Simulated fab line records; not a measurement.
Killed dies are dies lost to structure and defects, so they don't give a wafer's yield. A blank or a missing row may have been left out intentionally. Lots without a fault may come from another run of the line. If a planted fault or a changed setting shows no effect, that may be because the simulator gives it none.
fab line records | flow nand-harc
[record] lots = 6 | wafers = 18 | last-day = 34
route steps=1302 shown P_CONTACT@218
lots with no fault: from the same line, run without faults
start-h: start of the lot's first displayed wafer, in hours after the record's first day | wait-h: how many hours have passed since the lot's step before this one | " same as the row above | L1.1+2: a row that stands for several wafers | - no value present, or no start provided | * or withheld: withheld | < > ~ a bound
route shown NAME@n: names a module that has steps shown in the file, with the first one's number in the route | usual: average and standard deviation across the fault-free wafers | same: alike in all rows | chamber/n: place in a boat | sites: the reading at each site | _std_site: the standard deviation of these | _edge_site: inner sites' mean taken away from outer sites' mean | radius-mm: for every site, how far away it sits from the centre of the wafer | mask NAME#n: copy n | behind: the tool/chamber that last shaped the wafer | hold: what put the lot on hold/how long, in hours/how the hold closed | device: which transistor (n, p or np) failed to switch | end of line: the tests these same wafers got at the end of their route | a step given without rows: its recipe and nothing more | killed: not the wafer's yield, but the dies lost to structure and defects at the first sort | map: a wafer's dies, marking killed ones x, the rest . and places with no die _
set.NAME: the run value of the setting; set.NAME@STEP: its run value at that earlier step | model.NAME: the simulator's own value behind a step, which no gauge read
certain route steps with their lots: each step a table, each wafer a row
services: a tool's chamber out of use, with start hour (start-h, from the record's first day; less than 0 if before it), hours out, and reason
[[steps]]
[step NHARC_P_CONTACT_DEP_00]
[recipe] target-thk-a = 5000 | temp-c = 400 | pressure-torr = 6.5 | rf-w = 900 | teos-flow-sccm = 161.4 | flow-sccm = 2650 | target-thk-nm = 500 | gas = O2 | material = SiO2
[usual] heater-power-w = 563/110 | showerhead-vpp-V = 1907/110 | throttle-valve-pct = 16.1/0.47
lot.wafer | tool     | chamber | start-h | wait-h | heater-power-w | showerhead-vpp-V | throttle-valve-pct
L971.1    | pecvd-03 | 1       | -       | -      | 568            | 1947             | 15.8
L971.5    | "        | 2       | "       | "      | 356            | 1930             | 16.5
L971.4    | "        | 1       | "       | "      | 607            | 1909             | 15.9
L973.2    | pecvd-03 | 2       | -       | -      | 489            | 1950             | 16.4
L973.5    | "        | 0       | "       | "      | 527            | 1879             | 15.2
L973.6    | "        | 1       | "       | "      | 585            | 1937             | 16.0
L987.3    | pecvd-01 | 1       | -       | -      | 533            | 1998             | 15.7
L987.2    | "        | 2       | "       | "      | 447            | 2100             | 16.8
L987.4    | "        | 0       | "       | "      | 689            | 1669             | 15.8
L988.2    | pecvd-03 | 1       | -       | -      | 555            | 1894             | 15.7
L988.1    | "        | 2       | "       | "      | 464            | 1902             | 16.4
L988.5    | "        | 2       | "       | "      | 458            | 1934             | 16.3
L990.1    | pecvd-03 | 2       | -       | -      | 477            | 1926             | 16.7
L990.2    | "        | 0       | "       | "      | 458            | 1837             | 15.6
L990.4    | "        | 2       | "       | "      | 486            | 1894             | 16.5
L992.3    | pecvd-02 | 0       | -       | -      | 769            | 1986             | 16.1
L992.4    | "        | 0       | "       | "      | 779            | 2014             | 16.2
L992.6    | "        | 1       | "       | "      | 562            | 2038             | 15.8
[step NHARC_P_CONTACT_CMP_01]
[recipe] target-thk-nm = 200 | material = SiO2
[usual] motor-current-A = 11.9/1.2
lot.wafer | tool   | chamber | start-h | wait-h | motor-current-A
L971.1    | cmp-03 | 0       | 117.89  | -      | 9.6
L971.4    | "      | 2       | "       | "      | 10.9
L971.5    | "      | 0       | "       | "      | 10.5
L973.2    | cmp-01 | 1       | 135.38  | -      | 13.5
L973.5    | "      | 1       | "       | "      | 13.2
L973.6    | "      | 2       | "       | "      | 13.4
L987.4    | cmp-03 | 3       | 280.24  | -      | 12.1
L987.2    | "      | 0       | "       | "      | 9.8
L987.3    | "      | 2       | "       | "      | 11.5
L988.2    | cmp-02 | 1       | 285.23  | -      | 11.3
L988.1    | "      | 2       | "       | "      | 10.7
L988.5    | "      | 1       | "       | "      | 11.6
L990.4    | cmp-02 | 0       | 310.84  | -      | 12.8
L990.2    | "      | 2       | "       | "      | 11.4
L990.1    | "      | 3       | "       | "      | 11.4
L992.3    | cmp-02 | 2       | 323.47  | -      | 11.3
L992.4    | "      | 3       | "       | "      | 11.1
L992.6    | "      | 3       | "       | "      | 11.6
[step NHARC_P_CONTACT_SRD_03]
[step NHARC_P_CONTACT_DEHYDRATE_04]
[recipe] temp-c = 150 | time-s = 120
[step NHARC_P_CONTACT_HMDS_05]
[recipe] time-s = 30
[step NHARC_P_CONTACT_COAT_33]
[recipe] temp-c = 260 | time-s = 75
[step NHARC_P_CONTACT_COAT_34]
[recipe] temp-c = 225 | time-s = 65
[step NHARC_P_CONTACT_COAT_06]
[recipe] spin-rpm = 1500 | resist-thk-nm = 90
[step NHARC_P_CONTACT_SOFTBAKE_07]
[recipe] temp-c = 105 | time-s = 55
[step NHARC_P_CONTACT_EBR_08]
[step NHARC_P_CONTACT_EXPOSE_09]
[recipe] na = 1.35 | target-cd-nm = 90 | dose-mj = 81.26 | mask-id = P_CA
[step NHARC_P_CONTACT_PEB_10]
[recipe] peb-temp-c = 100 | peb-time-s = 65
[usual] resist-line-temp-C = 22.97/0.11
lot.wafer | tool           | chamber | start-h | wait-h | resist-line-temp-C
L971.1    | litho-track-04 | 0       | 118.64  | 0.1    | 22.95
L971.4    | "              | 0       | "       | "      | 22.84
L971.5    | "              | 0       | "       | "      | 22.97
L973.2    | litho-track-06 | 0       | 136.01  | 0.1    | 22.95
L973.5    | "              | 0       | "       | "      | 23.05
L973.6    | "              | 0       | "       | "      | 22.98
L987.2    | litho-track-06 | 0       | 280.87  | 0.1    | 23.03
L987.3    | "              | 0       | "       | "      | 23.08
L987.4    | "              | 0       | "       | "      | 23.08
L988.1    | litho-track-01 | 0       | 285.83  | 0.1    | 22.99
L988.2    | "              | 0       | "       | "      | 23.00
L988.5    | "              | 0       | "       | "      | 22.98
L990.1    | litho-track-06 | 0       | 311.60  | 0.1    | 22.93
L990.2    | "              | 0       | "       | "      | 22.89
L990.4    | "              | 0       | "       | "      | 23.10
L992.3    | litho-track-01 | 0       | 324.09  | 0.0    | 22.90
L992.4    | "              | 0       | "       | "      | 22.93
L992.6    | "              | 0       | "       | "      | 22.81
[step NHARC_P_CONTACT_DEVELOP_11]
[recipe] develop-time-s = 35 | dev-temp-c = 23
[step NHARC_P_CONTACT_CD_MEAS_12]
[recipe] target-cd-nm = 90 | landing-energy-ev = 500
[usual] cd-nm = 90.0/0.49
lot.wafer | tool      | chamber | start-h | wait-h | cd-nm
L971.1    | cd-sem-03 | 0       | 118.72  | -      | 89.7
L971.4    | "         | 0       | "       | "      | 90.5
L971.5    | "         | 0       | "       | "      | 89.8
L973.2    | cd-sem-01 | 0       | 136.09  | -      | 90.5
L973.5    | "         | 0       | "       | "      | 90.3
L973.6    | "         | 0       | "       | "      | 90.2
L987.2    | cd-sem-01 | 0       | 280.95  | -      | 107.5
L987.3    | "         | 0       | "       | "      | 90.1
L987.4    | "         | 0       | "       | "      | 107.4
L988.1    | cd-sem-03 | 0       | 285.91  | -      | 89.2
L988.2    | "         | 0       | "       | "      | 90.3
L988.5    | "         | 0       | "       | "      | 89.8
L990.1    | cd-sem-03 | 0       | 311.68  | -      | 107.2
L990.2    | "         | 0       | "       | "      | 107.3
L990.4    | "         | 0       | "       | "      | 107.1
L992.3    | cd-sem-03 | 0       | 324.17  | -      | 90.8
L992.4    | "         | 0       | "       | "      | 90.9
L992.6    | "         | 0       | "       | "      | 89.8
[step NHARC_P_CONTACT_OVL_MEAS_13]
[usual] overlay-x-nm = 0.1/0.8 | overlay-y-nm = -0.2/0.79
lot.wafer | tool       | chamber | start-h | wait-h | overlay-x-nm | overlay-y-nm
L971.1    | overlay-02 | -       | 118.81  | -      | 0.1          | -0.1
L971.4    | "          | -       | "       | "      | 0.0          | 0.2
L971.5    | "          | -       | "       | "      | -0.4         | -0.1
L973.2    | overlay-01 | -       | 136.17  | -      | 0.5          | 0.3
L973.5    | "          | -       | "       | "      | 0.5          | -0.8
L973.6    | "          | -       | "       | "      | 0.5          | -0.1
L987.2    | overlay-01 | -       | 281.03  | -      | -0.9         | 0.5
L987.3    | "          | -       | "       | "      | -0.9         | 0.5
L987.4    | "          | -       | "       | "      | -0.7         | 0.4
L988.1    | overlay-01 | -       | 286.00  | -      | -0.6         | -2.6
L988.2    | "          | -       | "       | "      | -0.7         | -2.5
L988.5    | "          | -       | "       | "      | -1.5         | -2.2
L990.1    | overlay-02 | -       | 311.77  | -      | 1.2          | -0.7
L990.2    | "          | -       | "       | "      | 1.1          | 0.2
L990.4    | "          | -       | "       | "      | 1.0          | -0.2
L992.3    | overlay-01 | -       | 324.26  | -      | -0.9         | 0.3
L992.4    | "          | -       | "       | "      | -0.3         | 0.8
L992.6    | "          | -       | "       | "      | -0.5         | 0.8
[step NHARC_P_CONTACT_INSPECT_14]
[usual] raw-defect-count = 3.8/1.9
lot.wafer | tool              | chamber | start-h | wait-h | raw-defect-count
L971.1    | defect-inspect-02 | -       | 118.84  | 0.0    | 5
L971.4    | "                 | -       | "       | "      | 6
L971.5    | "                 | -       | "       | "      | 4
L973.2    | defect-inspect-02 | -       | 136.21  | 0.0    | 5
L973.5    | "                 | -       | "       | "      | 8
L973.6    | "                 | -       | "       | "      | 3
L987.2    | defect-inspect-01 | -       | 281.07  | 0.0    | 4
L987.3    | "                 | -       | "       | "      | 2
L987.4    | "                 | -       | "       | "      | 4
L988.1    | defect-inspect-02 | -       | 286.03  | 0.0    | 2
L988.2    | "                 | -       | "       | "      | 7
L988.5    | "                 | -       | "       | "      | 3
L990.1    | defect-inspect-01 | -       | 311.80  | 0.0    | 5
L990.2    | "                 | -       | "       | "      | 2
L990.4    | "                 | -       | "       | "      | 5
L992.3    | defect-inspect-02 | -       | 324.29  | 0.0    | 3
L992.4    | "                 | -       | "       | "      | 2
L992.6    | "                 | -       | "       | "      | 6
[step NHARC_P_CONTACT_DESCUM_17]
[recipe] time-s = 3 | o2-flow-sccm = 200 | ar-flow-sccm = 0 | bias-power-w = 0 | chemistry = O2
[usual] drypump-motor-current-A = 5.5/0.45 | oes-product-au = 1.000/0.0071 | rf-vpp-V = 57.9/0.89 | showerhead-plenum-p-Torr = 1.91/0.084 | throttle-valve-pct = 11.310/0.0094
[same] time-s = 3
lot.wafer | tool        | chamber | start-h | wait-h | drypump-motor-current-A | oes-product-au | rf-hours-counter-h | rf-vpp-V | showerhead-plenum-p-Torr | throttle-valve-pct | model.P_CONTACT.cd-nm
L971.1    | rie-diel-11 | 2       | 118.91  | 0.1    | 4.9                     | 1.007          | 2.7                | 55.3     | 1.82                     | 11.296             | 89.88
L971.4    | "           | 0       | "       | "      | 6.1                     | 1.005          | 2.4                | 56.9     | 1.84                     | 11.310             | 90.86
L971.5    | "           | 1       | "       | "      | 5.3                     | 0.998          | -                  | 57.9     | 2.03                     | 11.295             | 90.23
L973.2    | rie-diel-03 | 2       | 136.30  | 0.1    | 5.0                     | 0.998          | 0.2                | 58.8     | 1.84                     | 11.298             | 90.21
L973.5    | "           | 3       | "       | "      | 5.0                     | 1.000          | -                  | 57.3     | 1.96                     | 11.305             | 90.19
L973.6    | "           | 0       | "       | "      | 6.0                     | 1.006          | -                  | 57.6     | 1.88                     | 11.301             | 90.34
L987.2    | rie-diel-11 | 3       | 281.13  | 0.1    | 6.2                     | 1.004          | 0.8                | 57.3     | 1.83                     | 11.317             | 107.4
L987.3    | "           | 1       | "       | "      | 5.3                     | 1.006          | 0.8                | 57.2     | 2.03                     | 11.295             | 90.71
L987.4    | "           | 2       | "       | "      | 4.9                     | 1.007          | 0.0                | 58.4     | 1.81                     | 11.308             | 107.7
L988.1    | rie-diel-11 | 1       | 286.10  | 0.1    | 5.3                     | 0.994          | 1.3                | 57.7     | 2.02                     | 11.292             | 89.6
L988.2    | "           | 2       | "       | "      | 4.9                     | 1.001          | 0.5                | 58.5     | 1.81                     | 11.308             | 89.86
L988.5    | "           | 0       | "       | "      | 6.1                     | 1.011          | -                  | 57.6     | 1.84                     | 11.307             | 89.77
L990.1    | rie-diel-11 | 0       | 311.86  | 0.1    | 6.1                     | 0.999          | 2.8                | 58.6     | 1.84                     | 11.303             | 107.2
L990.4    | "           | 1       | "       | "      | 5.3                     | 0.991          | 2.4                | 58.4     | 2.02                     | 11.316             | 107.2
L990.2    | "           | 2       | "       | "      | 4.9                     | 1.007          | 1.5                | 56.7     | 1.81                     | 11.324             | 107.1
L992.4    | rie-diel-11 | 2       | 324.35  | 0.1    | 4.9                     | 1.000          | 2.8                | 58.1     | 1.81                     | 11.295             | 90.87
L992.3    | "           | 3       | "       | "      | 6.2                     | 0.994          | 3.8                | 56.7     | 1.83                     | 11.307             | 91.05
L992.6    | "           | 3       | "       | "      | 6.1                     | 1.002          | -                  | 59.3     | 1.83                     | 11.295             | 90.38
[step NHARC_P_CONTACT_ETCH_35]
[recipe] target-depth-a = 390 | over-etch-frac = 0.3 | time-s = 65 | ion-energy-ev = 80 | cf4-flow-sccm = 150 | ar-flow-sccm = 0 | rf-w = 300 | bias-w = 100 | chemistry = CF4
[usual] drypump-motor-current-A = 5.5/0.44 | oes-product-au = 0.999/0.0071 | rf-vpp-V = 151.1/1.1 | showerhead-plenum-p-Torr = 1.76/0.068 | throttle-valve-pct = 13.284/0.0093
[same] time-s = 65
lot.wafer | tool        | chamber | start-h | wait-h | drypump-motor-current-A | oes-product-au | rf-hours-counter-h | rf-vpp-V | showerhead-plenum-p-Torr | throttle-valve-pct
L971.4    | rie-diel-11 | 1       | 118.99  | 0.1    | 5.3                     | 1.005          | 2.8                | 152.2    | 1.87                     | 13.284
L971.1    | "           | 0       | "       | "      | 6.1                     | 1.003          | 2.4                | 151.4    | 1.71                     | 13.289
L971.5    | "           | 1       | "       | "      | 5.3                     | 0.996          | -                  | 152.8    | 1.87                     | 13.283
L973.2    | rie-diel-03 | 3       | 136.37  | 0.1    | 5.0                     | 0.999          | 0.1                | 152.1    | 1.80                     | 13.276
L973.6    | "           | 1       | "       | "      | 5.7                     | 1.000          | -                  | 151.5    | 1.80                     | 13.277
L973.5    | "           | 2       | "       | "      | 5.0                     | 1.001          | -                  | 151.4    | 1.70                     | 13.279
L987.4    | rie-diel-11 | 1       | 281.22  | 0.1    | 5.3                     | 0.999          | 0.8                | 151.2    | 1.86                     | 13.284
L987.3    | "           | 3       | "       | "      | 6.2                     | 0.992          | 0.8                | 149.0    | 1.70                     | 13.274
L987.2    | "           | 0       | "       | "      | 6.1                     | 1.014          | 0.8                | 150.9    | 1.71                     | 13.272
L988.2    | rie-diel-11 | 0       | 286.19  | 0.1    | 6.1                     | 1.006          | 1.3                | 150.0    | 1.71                     | 13.288
L988.1    | "           | 2       | "       | "      | 4.9                     | 0.998          | 0.5                | 149.0    | 1.68                     | 13.279
L988.5    | "           | 3       | "       | "      | 6.2                     | 0.986          | -                  | 149.9    | 1.70                     | 13.273
L990.2    | rie-diel-11 | 1       | 311.95  | 0.1    | 5.3                     | 0.997          | 2.4                | 153.2    | 1.86                     | 13.287
L990.4    | "           | 2       | "       | "      | 4.9                     | 1.008          | 1.5                | 150.8    | 1.68                     | 13.288
L990.1    | "           | 0       | "       | "      | 6.1                     | 0.997          | 2.9                | 150.5    | 1.70                     | 13.302
L992.4    | rie-diel-11 | 0       | 324.44  | 0.1    | 6.1                     | 1.006          | 4.0                | 150.5    | 1.70                     | 13.284
L992.3    | "           | 1       | "       | "      | 5.3                     | 0.991          | 3.7                | 152.6    | 1.86                     | 13.278
L992.6    | "           | 1       | "       | "      | 5.3                     | 1.005          | -                  | 152.5    | 1.86                     | 13.281
[step NHARC_P_CONTACT_ETCH_36]
[recipe] target-depth-a = 2600 | over-etch-frac = 0.25 | time-s = 406.25 | ion-energy-ev = 200 | n2-flow-sccm = 150 | h2-flow-sccm = 150 | ar-flow-sccm = 0 | rf-w = 400 | bias-w = 150 | chemistry = N2/H2
[usual] drypump-motor-current-A = 5.5/0.44 | oes-product-au = 0.999/0.0069 | rf-vpp-V = 430.2/2.5 | showerhead-plenum-p-Torr = 2.03/0.089 | throttle-valve-pct = 14.171/0.0098
[same] time-s = 406.25
lot.wafer | tool        | chamber | start-h | wait-h | drypump-motor-current-A | oes-product-au | rf-hours-counter-h | rf-vpp-V | showerhead-plenum-p-Torr | throttle-valve-pct
L971.4    | rie-diel-11 | 3       | -       | -      | 6.2                     | 0.998          | 1.3                | 428.4    | 1.95                     | 14.188
L971.1    | "           | 1       | "       | "      | 5.3                     | 1.002          | 2.8                | 433.4    | 2.16                     | 14.184
L971.5    | "           | 3       | "       | "      | 6.2                     | 0.995          | -                  | 428.6    | 1.95                     | 14.172
L973.2    | rie-diel-03 | 1       | -       | -      | 5.7                     | 0.999          | 0.3                | 431.4    | 2.08                     | 14.162
L973.6    | "           | 1       | "       | "      | 5.7                     | 1.001          | -                  | 431.8    | 2.08                     | 14.165
L973.5    | "           | 2       | "       | "      | 5.0                     | 1.001          | -                  | 428.2    | 1.96                     | 14.179
L987.3    | rie-diel-11 | 0       | -       | -      | 6.1                     | 1.013          | 0.9                | 427.6    | 1.96                     | 14.154
L987.4    | "           | 1       | "       | "      | 5.3                     | 0.997          | 0.9                | 434.8    | 2.16                     | 14.166
L987.2    | "           | 3       | "       | "      | 6.2                     | 0.998          | 0.9                | 427.9    | 1.95                     | 14.151
L988.2    | rie-diel-11 | 3       | -       | -      | 6.2                     | 0.997          | 1.3                | 429.7    | 1.95                     | 14.149
L988.1    | "           | 2       | "       | "      | 4.9                     | 0.994          | 0.6                | 426.6    | 1.93                     | 14.171
L988.5    | "           | 3       | "       | "      | 6.2                     | 0.992          | -                  | 428.2    | 1.95                     | 14.165
L990.2    | rie-diel-11 | 1       | -       | -      | 5.3                     | 1.000          | 2.4                | 433.1    | 2.16                     | 14.169
L990.1    | "           | 2       | "       | "      | 4.9                     | 0.995          | 1.6                | 426.9    | 1.93                     | 14.168
L990.4    | "           | 0       | "       | "      | 6.1                     | 1.005          | 2.9                | 428.7    | 1.96                     | 14.167
L992.3    | rie-diel-11 | 2       | -       | -      | 4.9                     | 0.998          | 2.9                | 428.2    | 1.93                     | 14.194
L992.4    | "           | 1       | "       | "      | 5.3                     | 0.989          | 3.8                | 433.7    | 2.16                     | 14.188
L992.6    | "           | 2       | "       | "      | 4.9                     | 1.001          | -                  | 428.5    | 1.93                     | 14.189
[step NHARC_P_CONTACT_ETCH_18]
[recipe] target-depth-a = 4810 | time-s = 240.5 | c4f8-flow-sccm = 20 | o2-flow-sccm = 10 | ar-flow-sccm = withheld | rf-w = 600 | bias-w = 1500 | chemistry = C4F8/O2/Ar
[usual] oes-product-au = 0.958/0.019 | rf-vpp-V = 977/5.6
[same] time-s = 240.5
lot.wafer | tool        | chamber | start-h | wait-h | oes-product-au | rf-hours-counter-h | rf-vpp-V
L971.1    | rie-diel-11 | 1       | -       | -      | 0.960          | 2.9                | 985
L971.4    | "           | 2       | "       | "      | 0.969          | 3.0                | 971
L971.5    | "           | 3       | "       | "      | 0.931          | -                  | 973
L973.2    | rie-diel-03 | 0       | -       | -      | 0.965          | 0.3                | 977
L973.5    | "           | 0       | "       | "      | 0.961          | -                  | 978
L973.6    | "           | 1       | "       | "      | 0.989          | -                  | 982
L987.3    | rie-diel-11 | 2       | -       | -      | 0.973          | 0.2                | 970
L987.4    | "           | 3       | "       | "      | 0.951          | 1.0                | 972
L987.2    | "           | 0       | "       | "      | 0.964          | 1.1                | 975
L988.2    | rie-diel-11 | 0       | -       | -      | 0.973          | 1.6                | 973
L988.1    | "           | 1       | "       | "      | 0.957          | 1.5                | 985
L988.5    | "           | 2       | "       | "      | 0.978          | -                  | 972
L990.1    | rie-diel-11 | 2       | -       | -      | 0.986          | 1.8                | 971
L990.2    | "           | 0       | "       | "      | 0.973          | 3.0                | 973
L990.4    | "           | 1       | "       | "      | 0.976          | 2.6                | 988
L992.4    | rie-diel-11 | 3       | -       | -      | 0.952          | 4.1                | 972
L992.3    | "           | 0       | "       | "      | 0.985          | 4.1                | 973
L992.6    | "           | 1       | "       | "      | 0.983          | -                  | 986
[step NHARC_P_CONTACT_STRIP_37]
[recipe] c4f8-flow-sccm = withheld | o2-flow-sccm = 8 | ar-flow-sccm = withheld | bias-w = 0 | chemistry = C4F8/O2/Ar
[step NHARC_P_CONTACT_ETCH_31]
[recipe] target-depth-a = 300 | time-s = 85.7 | ion-energy-ev = 120 | over-etch-frac = 1 | ch3f-flow-sccm = 50 | o2-flow-sccm = 30 | ar-flow-sccm = 200 | rf-w = 500 | bias-w = 100 | chemistry = CH3F/O2
[usual] drypump-motor-current-A = 5.5/0.46 | oes-product-au = 0.976/0.012 | rf-vpp-V = 244.2/1.6 | showerhead-plenum-p-Torr = 2.44/0.1 | throttle-valve-pct = 20.664/0.0089
[same] time-s = 85.7
lot.wafer | tool        | chamber | start-h | wait-h | drypump-motor-current-A | oes-product-au | rf-hours-counter-h | rf-vpp-V | showerhead-plenum-p-Torr | throttle-valve-pct | model.P_CONTACT.cd-nm
L971.4    | rie-diel-11 | 0       | -       | -      | 6.1                     | 0.990          | 2.6                | 242.9    | 2.37                     | 20.672             | 89.32
L971.1    | "           | 1       | "       | "      | 5.3                     | 0.981          | 3.0                | 245.9    | 2.60                     | 20.660             | 90.05
L971.5    | "           | 3       | "       | "      | 6.2                     | 0.953          | -                  | 242.6    | 2.36                     | 20.668             | 89.37
L973.2    | rie-diel-03 | 3       | -       | -      | 5.0                     | 0.963          | 0.3                | 245.1    | 2.51                     | 20.660             | 88.9
L973.6    | "           | 1       | "       | "      | 5.7                     | 0.986          | -                  | 243.5    | 2.50                     | 20.645             | 89.93
L973.5    | "           | 2       | "       | "      | 5.0                     | 0.987          | -                  | 241.7    | 2.37                     | 20.663             | 90
L987.3    | rie-diel-11 | 0       | -       | -      | 6.1                     | 0.984          | 1.1                | 244.4    | 2.37                     | 20.660             | 89.41
L987.2    | "           | 1       | "       | "      | 5.3                     | 0.973          | 1.2                | 246.6    | 2.60                     | 20.660             | 105.9
L987.4    | "           | 2       | "       | "      | 4.9                     | 0.993          | 0.3                | 243.4    | 2.33                     | 20.663             | 107
L988.1    | rie-diel-11 | 3       | -       | -      | 6.2                     | 0.996          | 1.6                | 243.5    | 2.35                     | 20.670             | 90.21
L988.2    | "           | 2       | "       | "      | 4.9                     | 0.994          | 0.8                | 243.6    | 2.33                     | 20.663             | 88.36
L988.5    | "           | 0       | "       | "      | 6.1                     | 0.979          | -                  | 243.5    | 2.37                     | 20.667             | 87.99
L990.4    | rie-diel-11 | 3       | -       | -      | 6.2                     | 0.987          | 3.1                | 243.4    | 2.35                     | 20.671             | 105.7
L990.1    | "           | 0       | "       | "      | 6.1                     | 0.986          | 3.1                | 241.7    | 2.37                     | 20.665             | 108
L990.2    | "           | 1       | "       | "      | 5.3                     | 0.976          | 2.7                | 246.0    | 2.60                     | 20.667             | 107.1
L992.4    | rie-diel-11 | 0       | -       | -      | 6.1                     | 0.991          | 4.2                | 242.1    | 2.37                     | 20.675             | 90.6
L992.3    | "           | 2       | "       | "      | 4.9                     | 0.980          | 3.2                | 243.5    | 2.33                     | 20.645             | 89.94
L992.6    | "           | 0       | "       | "      | 6.1                     | 0.970          | -                  | 242.5    | 2.37                     | 20.674             | 89.3
[step NHARC_P_CONTACT_CD_MEAS_19]
[usual] cd-nm = 90.3/1.1
lot.wafer | tool      | chamber | start-h | wait-h | cd-nm
L971.1    | cd-sem-02 | -       | 119.78  | -      | 90.0
L971.4    | "         | -       | "       | "      | 89.0
L971.5    | "         | -       | "       | "      | 89.5
L973.2    | cd-sem-03 | -       | 137.14  | -      | 89.0
L973.5    | "         | -       | "       | "      | 89.6
L973.6    | "         | -       | "       | "      | 89.9
L987.2    | cd-sem-01 | -       | 282.01  | -      | 105.8
L987.3    | "         | -       | "       | "      | 89.6
L987.4    | "         | -       | "       | "      | 106.8
L988.1    | cd-sem-03 | -       | 286.96  | -      | 90.4
L988.2    | "         | -       | "       | "      | 88.3
L988.5    | "         | -       | "       | "      | 87.9
L990.1    | cd-sem-03 | -       | 312.73  | -      | 108.4
L990.2    | "         | -       | "       | "      | 107.0
L990.4    | "         | -       | "       | "      | 106.0
L992.3    | cd-sem-02 | -       | 325.23  | -      | 89.6
L992.4    | "         | -       | "       | "      | 90.5
L992.6    | "         | -       | "       | "      | 89.6
[[services]]
tool           | chamber | start-h | hours | kind
cmp-03         | -       | 97.57   | 1.3   | repair
rie-diel-03    | -       | 104.31  | 9.0   | pm
rie-diel-11    | 3       | 106.82  | 10.5  | repair
cmp-03         | -       | 121.95  | 4.0   | pm
pecvd-01       | -       | 130.25  | 13.0  | pm
pecvd-02       | -       | 130.30  | 1.1   | repair
cmp-02         | -       | 134.58  | 4.0   | pm
litho-track-01 | -       | 155.00  | 7.0   | pm
cmp-02         | -       | 167.05  | 5.6   | repair
litho-track-06 | -       | 179.00  | 7.0   | pm
pecvd-03       | 2       | 182.11  | 6.1   | repair
pecvd-03       | -       | 186.02  | 13.0  | pm
rie-diel-03    | 3       | 186.55  | 1.6   | repair
cmp-03         | -       | 195.45  | 1.1   | repair
rie-diel-11    | 3       | 200.01  | 10.9  | repair
rie-diel-11    | 1       | 209.13  | 4.4   | repair
cmp-03         | -       | 219.95  | 4.0   | pm
cmp-03         | -       | 225.41  | 1.0   | repair
cmp-02         | -       | 232.58  | 4.0   | pm
rie-diel-11    | -       | 252.87  | 2.2   | repair
rie-diel-11    | -       | 255.50  | 9.0   | pm
rie-diel-03    | -       | 281.31  | 9.0   | pm
cmp-02         | -       | 281.78  | 1.0   | repair
cmp-03         | -       | 317.95  | 4.0   | pm
[[key]]
[first-sign] step = NHARC_P_CONTACT_CD_MEAS_12 | reading = cd-nm | direction = up | sigmas = 35 | usual = 90.0 | struck = 107.3
[effect] step = NHARC_P_CONTACT_CD_MEAS_19 | reading = cd-nm | direction = up | sigmas = 14 | usual = 90.3 | struck = 106.8
[model-effect] step = NHARC_P_CONTACT_DESCUM_17 | value = P_CONTACT.cd-nm | without = 89.9 | struck = 107.3
[model-effect] step = NHARC_P_CONTACT_ETCH_31 | value = P_CONTACT.cd-nm | without = 89.37 | struck = 106.8
met-at NHARC_P_CONTACT_PEB_10
struck-wafers L987.2,L987.4,L990.1,L990.2,L990.4
later-rows-left-out L987.4,L990.1,L990.2
sort-left-out L987.2,L987.4,L990.1,L990.2,L990.4
tester-left-out L987,L990
onset-between 136.01 280.87
[fault] kind = process-parameter-drift | tool = litho-track-06 | chamber = - | onset-h = 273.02 | steps = NHARC_P_CONTACT_PEB_10 | channel = peb-time-s | offset = * | shape = step | end-h = 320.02 | scope = struck-wafers-only | acts-in = * | stated = *
// tester-left-out: of these lots the tester's yield and bins aren't shown, on N5 and GAA mostly nor the transistor test; their killed dies are dies lost to structure and defects alone, not to doping, threshold or leakage, so they don't give the yield
// sort-left-out: the simulated sort isn't trusted on such a fault, so these wafers' sort isn't shown, and their yield isn't known
// later-rows-left-out: the simulator's readings of these wafers behind a module that went badly wrong aren't trusted and aren't shown, but for the sort
